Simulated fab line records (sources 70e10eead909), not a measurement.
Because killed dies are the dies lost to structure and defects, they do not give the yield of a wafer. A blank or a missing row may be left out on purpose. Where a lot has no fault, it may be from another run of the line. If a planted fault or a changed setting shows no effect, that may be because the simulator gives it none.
A lot that was struck, set against a sound lot || flow nandHarc || 28 out of 1302 route steps
Sound: wafers L415.3, L415.4, L415.6. Struck: wafers L422.3, L422.5, L422.6. The cause is given at the end.
Per side, at each step with rows, come the tool, then ch with its chambers, and then its first start. Under that, the readings that differ: sound wafers || struck wafers || difference of the means || sigmas: that difference in standard deviations of wafers without a fault.
alike: words and numbers the same on both sides, and readings whose means are apart by under 2 such deviations; not compared: readings that were withheld, readings missing a value for some wafer, numbers with overlapping values and no deviation given by the record, and bounds like >300 which may hide the same value.
The two part at a step that has a row with sigmas, a row that says differs or no value, or rows on one side only. When numbers do not overlap yet have no deviation, they are printed without sigmas and do not part them. Lack of a reading on every wafer of one side parts them only where that side has two or more wafers.

NHARC_A_CONTACT_ETCH_132: etches the open film in C4F8/O2/Ar, time 197 s, target depth 1924 nm.
  sound on harCapEtch-01 ch 0,1, day 22 23:43; struck on harCapEtch-01 ch 0,1, day 25 03:53
  alike: chamberPressureMTorr, oesAirLineAu
  not compared: rfHoursCounterH
NHARC_A_CONTACT_ETCH_133: etches the open film in C4F8/O2/Ar, time 374 s, target depth 1610 nm.
  sound on harCapEtch-01 ch 0,1, day 22 23:59; struck on harCapEtch-01 ch 0,1, day 25 04:09
  alike: chamberPressureMTorr, oesAirLineAu
  not compared: rfHoursCounterH
NHARC_A_CONTACT_ETCH_91: etches the open film in CH3F/O2, target depth 40 nm, time 85.7 s.
  sound on rieDiel-03 ch 0,1,3, day 23 00:38; struck on rieDiel-10 ch 0,1,2, day 25 04:53
{"reading": "oesProductAu (a.u.)", "sound": "1.01 1.00 0.99", "struck": "0.93 0.92 0.92", "difference": -0.08, "sigmas": -2}
  alike: chamberPressureMTorr, drypumpMotorCurrentA, rfVppV, showerheadPlenumPTorr, throttleValvePct
  not compared: rfHoursCounterH
NHARC_A_CONTACT_ETCH_97: etches the open film in C4F6/O2, target depth 20 nm, time 10 s.
  sound on rieDiel-03 ch 0,1,2; struck on rieDiel-10 ch 1,2,3
  alike: chamberPressureMTorr, drypumpMotorCurrentA, oesProductAu, rfVppV, showerheadPlenumPTorr, throttleValvePct
  not compared: rfHoursCounterH
NHARC_A_CONTACT_CD_MEAS_80:
  sound on cdSem-03, day 23 00:51; struck on cdSem-03, day 25 05:12
{"reading": "cdNm (nm)", "sound": "287.7 288.0 287.7", "struck": "289.1 289.9 290.5", "difference": "+2.0", "sigmas": "+3"}
then, 3 steps without rows for these wafers: NHARC_A_CONTACT_STRIP_103 (strips in N2/H2); NHARC_A_CONTACT_STRIP_104 (strips in CF4/CHF3); NHARC_A_CONTACT_STRIP_105 (strips in O2/COS).
NHARC_A_CONTACT_ETCH_106: etches the open film in CF4/O2, target depth 90 nm, overetch 9 nm, time 49.5 s.
  sound on rieDiel-05 ch 2,3, day 23 01:08; struck on rieDiel-10 ch 0,3, day 25 05:38
  alike: chamberPressureMTorr, drypumpMotorCurrentA, oesProductAu, rfVppV, showerheadPlenumPTorr, throttleValvePct
  not compared: rfHoursCounterH
then, 3 steps without rows for these wafers: NHARC_A_CONTACT_STRIP_82 (strips in O2); NHARC_A_CONTACT_STRIP_83 (strips in post etch residue remover, time 600 s); NHARC_A_CONTACT_DEP_84 (deposits aC, target thk 2800 nm).
NHARC_A_CONTACT_DEP_85: deposits SiON, target thk 60 nm.
  sound on pecvd-01 ch 0,2, day 23 04:49; struck on pecvd-04 ch 1,2, day 25 09:49
  alike: heaterPowerW
then, 10 steps without rows for these wafers: NHARC_A_CONTACT_DEHYDRATE_00 (time 120 s); NHARC_A_CONTACT_HMDS_01 (time 30 s); NHARC_A_CONTACT_COAT_86 (time 75 s); NHARC_A_CONTACT_COAT_87 (time 65 s); NHARC_A_CONTACT_COAT_02 (resist thk 90 nm); NHARC_A_CONTACT_SOFTBAKE_03 (time 55 s); NHARC_A_CONTACT_EBR_04; NHARC_A_CONTACT_EXPOSE_05 (exposes mask A CC); NHARC_A_CONTACT_PEB_06 (peb time 65 s); NHARC_A_CONTACT_DEVELOP_07 (develop time 35 s).
NHARC_A_CONTACT_CD_MEAS_08: the cd target is 200 nm.
  sound on cdSem-01 ch 0, day 23 05:33; struck on cdSem-03 ch 0, day 25 10:30
  alike: cdNm
NHARC_A_CONTACT_OVL_MEAS_09:
  sound on overlay-01, day 23 05:38; struck on overlay-02, day 25 10:35
  alike: overlayXNm, overlayYNm
NHARC_A_CONTACT_INSPECT_10:
  sound on defectInspect-02, day 23 05:40; struck on defectInspect-02, day 25 10:37
{"reading": "rawDefectCount", "sound": "25 20 14", "struck": "1243 1302 1212", "difference": "+1233", "sigmas": "+31"}
then, 1 step without rows for these wafers: NHARC_A_CONTACT_DESCUM_13 (chemistry O2, time 3 s).
-- the record jumps here: 2 days lie between the struck wafers' starts before and after (it left off in module A_CONTACT and takes up again in module END, whose first step shown is number 1302 of the route) --
NHARC_END_SORT_01:
  at this point the record logs the struck wafers (prober-02 ch 0, day 27 15:06) and has no rows for the sound ones

== WHERE THEY PART ==
Last at NHARC_END_SORT_01 as far as this record goes, first at NHARC_A_CONTACT_ETCH_91.

WHY: what the simulator had put in
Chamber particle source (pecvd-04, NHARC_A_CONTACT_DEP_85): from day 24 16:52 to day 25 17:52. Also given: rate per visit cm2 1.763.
